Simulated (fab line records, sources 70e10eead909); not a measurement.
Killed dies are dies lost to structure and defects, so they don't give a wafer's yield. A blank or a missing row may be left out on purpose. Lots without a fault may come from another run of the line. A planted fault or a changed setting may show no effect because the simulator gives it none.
A struck lot beside a sound one | flow nand_harc | 12 steps out of a route of 1302
Sound: wafers L723.1, L723.4, L723.6. Struck: wafers L717.1, L717.2, L717.4. The cause comes at the end.
At each step with rows: each side's tool, then ch and its chambers, then its first start. Under that, the readings that differ: sound wafers | struck wafers | difference of the means | sigmas: that difference in standard deviations of wafers without a fault.
alike: readings whose means differ by less than 2 such deviations, and words and numbers that are the same on both sides. not compared: withheld readings, readings that some wafer has no value for, bounds like >300 that may hide the same value, and numbers for which the record gives no deviation and whose values overlap.
The two part at a step that has a row with sigmas, a row that says differs or no value, or rows on one side only. Numbers that don't overlap but have no deviation are shown without sigmas and don't part them. A reading that every wafer of one side lacks parts them only if that side has two wafers or more.

NHARC_A_SOURCE_PLATE_INSPECT_08:
  sound on defect_inspect-01, day 14 19:07; struck on defect_inspect-02, day 12 06:10
  alike: raw_defect_count
then, 1 step without rows for these wafers: NHARC_A_ONON_D1_DEP_00 (target thk 1000 nm).
NHARC_A_ONON_D1_THK_MEAS_02: measures by ellipsometry.
  sound on film_metro-02, day 14 19:41; struck on film_metro-02, day 12 06:45
  alike: thk_nm
then, 1 step without rows for these wafers: NHARC_A_ONON_D1_DEP_03 (target thk 1000 nm).
NHARC_A_ONON_D1_THK_MEAS_05: measures by ellipsometry.
  sound on film_metro-02, day 14 20:15; struck on film_metro-01, day 12 07:19
  reading     | sound       | struck         | difference | sigmas
  thk_nm (nm) | 987 986 985 | 1010 1012 1010 | +25        | +2
then, 1 step without rows for these wafers: NHARC_A_ONON_D1_DEP_06 (target thk 1000 nm).
NHARC_A_ONON_D1_THK_MEAS_08: measures by ellipsometry.
  sound on film_metro-02, day 14 20:49; struck on film_metro-01, day 12 07:53
  alike: thk_nm
then, 1 step without rows for these wafers: NHARC_A_ONON_D1_DEP_09 (target thk 1000 nm).
NHARC_A_ONON_D1_THK_MEAS_11: measures by ellipsometry.
  sound on film_metro-02, day 14 21:23; struck on film_metro-01, day 12 08:27
  alike: thk_nm
then, 1 step without rows for these wafers: NHARC_A_ONON_D1_DEP_12 (target thk 1000 nm).
NHARC_A_ONON_D1_THK_MEAS_14: measures by ellipsometry.
  sound on film_metro-01, day 14 21:57; struck on film_metro-02, day 12 09:01
  alike: thk_nm
NHARC_A_ONON_D1_ANNEAL_15: time 3600 s.
  sound on furnace-07 ch 0, day 15 01:38; struck on furnace-08, day 12 12:24
  no value came back on the struck wafers for run_length_s (s), spike_tc_bottom_C (C), zone_power_upper_pct (%); on the sound wafers run_length_s (s) reads 3615 3615 3615

WHERE THEY PART
First at NHARC_A_ONON_D1_THK_MEAS_05; last, within this record, at NHARC_A_ONON_D1_ANNEAL_15.

WHY: what the simulator had put in
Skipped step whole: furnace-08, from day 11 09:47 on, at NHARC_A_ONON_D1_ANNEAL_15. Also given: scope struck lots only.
